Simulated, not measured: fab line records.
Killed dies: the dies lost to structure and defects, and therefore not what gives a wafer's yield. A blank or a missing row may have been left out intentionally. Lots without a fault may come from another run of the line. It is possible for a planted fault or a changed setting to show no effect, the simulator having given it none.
Chamber matching ; flow nandHarc ; 4 sister chambers for NHARC_A_STAIRCASE_ETCH_271 on rieDiel-13
The step etches the open film in CF4/CHF3. 8 wafers are shown with their chamber, then 9 later ones without.

== WAFERS, EACH WITH ITS CHAMBER ==
wafer;chamber;drypumpMotorCurrentA (A);showerheadPlenumPTorr (Torr)
L077.5;2;6.19;1.46
L081.4;2;6.19;1.46
L082.3;0;5.70;1.55
L089.5;1;5.65;1.48
L089.6;0;5.75;1.54
L087.1;3;5.42;1.51
L087.3;1;5.65;1.48
L087.5;3;5.43;1.51

== WAFERS WITHOUT THEIR CHAMBER ==
wafer;drypumpMotorCurrentA (A);showerheadPlenumPTorr (Torr)
L090.1;5.44;1.50
L090.3;5.74;1.54
L090.5;5.64;1.48
L092.3;5.39;1.50
L092.4;5.71;1.54
L092.6;6.20;1.70
L094.1;6.16;1.69
L094.3;5.61;1.47
L094.4;5.74;1.54

== WHICH CHAMBER EACH WENT THROUGH ==
wafer;from the rows above;in truth
L090.1;3;3
L090.3;0;0
L090.5;1;1
L092.3;3;3
L092.4;0;0
L092.6;0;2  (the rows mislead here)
L094.1;0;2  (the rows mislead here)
L094.3;1;1
L094.4;0;0
Correct placement for 7 of the 9. Not placeable from these rows: 0. 2 placed wrongly.
How it was worked out, from the rows above alone: a wafer's distance from a chamber is the root of the sum, over the readings, of the square of ((its reading less the chamber's mean) divided by the reading's scatter). If the next closest chamber is less than 2 further off than the closest, the wafer can't be placed; otherwise it belongs to the closest. Each chamber's mean is taken over the wafers shown for it. How the scatter is found: for the shown wafers, subtract from each reading the mean of its chamber, square and add these, divide the total by (wafers less chambers), then take the root.
